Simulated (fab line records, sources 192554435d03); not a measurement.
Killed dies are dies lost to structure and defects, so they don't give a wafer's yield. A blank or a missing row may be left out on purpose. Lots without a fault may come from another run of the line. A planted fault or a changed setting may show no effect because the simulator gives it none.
Chamber matching | flow n5_finfet | N5_DUMMY_GATE_ETCH_42 on rie_diel-01: 4 sister chambers
The step etches SiO2 in CHF3/O2, target depth 3.5 nm, time 31 s. 4 wafers are shown with their chamber, then 8 later ones without.

WAFERS WITH THEIR CHAMBER
wafer  | chamber | showerhead_plenum_p_Torr (Torr)
L083.2 | 2       | 2.32
L083.5 | 0       | 2.56
L083.6 | 3       | 2.50
L086.1 | 1       | 2.52

WAFERS WITHOUT THEIR CHAMBER
wafer  | showerhead_plenum_p_Torr (Torr)
L086.3 | 2.55
L086.5 | 2.52
L088.1 | 2.49
L088.3 | 2.52
L088.4 | 2.55
L089.1 | 2.52
L089.4 | 2.49
L089.5 | 2.49

WHICH CHAMBER EACH WENT THROUGH
wafer  | from the rows above | in truth
L086.3 | 0                   | 0
L086.5 | 1                   | 1
L088.1 | 3                   | 3
L088.3 | 1                   | 1
L088.4 | 0                   | 0
L089.1 | 1                   | 1
L089.4 | 3                   | 3
L089.5 | 3                   | 3
Placed correctly: 8 of 8. Can't be placed from these rows: 0. Placed wrongly: 0.
How it was worked out, from the rows above alone: a wafer's distance from a chamber is the root of the sum, over the readings, of the square of ((its reading less the chamber's mean) divided by the reading's scatter). The wafer belongs to the nearest chamber; if the next one is less than 2 further off, it can't be placed. A chamber's mean is the mean of its shown wafers. The scatter: with one shown wafer a chamber, the root of the mean of the squares of how far each hidden wafer lies from its nearest shown one.
